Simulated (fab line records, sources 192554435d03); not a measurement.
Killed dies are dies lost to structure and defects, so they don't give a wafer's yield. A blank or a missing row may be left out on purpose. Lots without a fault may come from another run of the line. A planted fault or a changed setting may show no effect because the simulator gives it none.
Chamber matching | flow n5_finfet | N5_BEOL_M2_ALD_98 on ald_sin-01: 4 sister chambers
The step deposits SiO2, target thk 2.5 nm, pulse time 1 s, co reactant pulse time 1 s. 22 wafers are shown with their chamber, then 11 later ones without.

WAFERS WITH THEIR CHAMBER
wafer  | chamber | heater_power_w (W) | precursor_pulse_height_rel
L077.3 | 1       | 68                 | 0.990
L077.5 | 2       | 71                 | 1.021
L077.6 | 3       | 83                 | 1.013
L078.1 | 0       | 73                 | 0.987
L078.4 | 2       | 72                 | 1.019
L078.5 | 0       | 74                 | 0.976
L079.1 | 3       | 83                 | 1.010
L079.3 | 0       | 73                 | 0.994
L079.5 | 2       | 73                 | 1.000
L080.2 | 2       | 70                 | 1.019
L080.5 | 1       | 67                 | 0.986
L080.6 | 2       | 72                 | 0.967
L082.1 | 2       | 70                 | 1.020
L082.3 | 0       | 73                 | 1.028
L082.5 | 0       | 73                 | 0.996
L083.2 | 0       | 72                 | 1.001
L083.5 | 0       | 73                 | 1.024
L083.6 | 1       | 68                 | 1.012
L085.2 | 0       | 73                 | 0.997
L085.5 | 0       | 71                 | 0.995
L085.6 | 3       | 84                 | 0.979
L086.3 | 2       | 71                 | 1.036

SIGNATURES (means of the wafers above)
reading                    | chamber 0 | chamber 1 | chamber 2 | chamber 3 | scatter within a chamber
heater_power_w             | 72.78     | 67.67     | 71.29     | 83.33     | 0.892
precursor_pulse_height_rel | 0.99978   | 0.99600   | 1.01171   | 1.00067   | 0.0187
Rule: a wafer's distance from a chamber is the root of the sum, over the readings, of the square of ((its reading less the chamber's mean) divided by the reading's scatter). The wafer belongs to the nearest chamber; if the next one is less than 2 further off, it can't be placed. The scatter: the root of (the sum of the squares of (reading less its chamber's mean) over the shown wafers, divided by (wafers less chambers)).

WAFERS WITHOUT THEIR CHAMBER
wafer  | heater_power_w (W) | precursor_pulse_height_rel
L086.4 | 72                 | 1.001
L086.5 | 84                 | 0.971
L087.1 | 69                 | 1.020
L087.4 | 72                 | 1.018
L087.5 | 85                 | 1.026
L093.1 | 67                 | 1.013
L093.4 | 86                 | 1.036
L093.6 | 71                 | 0.983
L097.1 | 70                 | 0.989
L097.3 | 85                 | 1.005
L097.6 | 72                 | 0.966

WHICH CHAMBER EACH WENT THROUGH
wafer  | from the rows above          | in truth
L086.4 | can't be placed: 0 or 2      | 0
L086.5 | 3                            | 3
L087.1 | can't be placed: 1 or 2      | 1
L087.4 | can't be placed: 2 or 0      | 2
L087.5 | 3                            | 3
L093.1 | 1                            | 1
L093.4 | 3                            | 3
L093.6 | can't be placed: 2 or 0      | 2
L097.1 | can't be placed: 2 or 1 or 0 | 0
L097.3 | 3                            | 3
L097.6 | can't be placed: 0 or 2      | 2
Placed correctly: 5 of 11. Can't be placed from these rows: 6 (the true chamber is among the candidates in 6). Placed wrongly: 0.
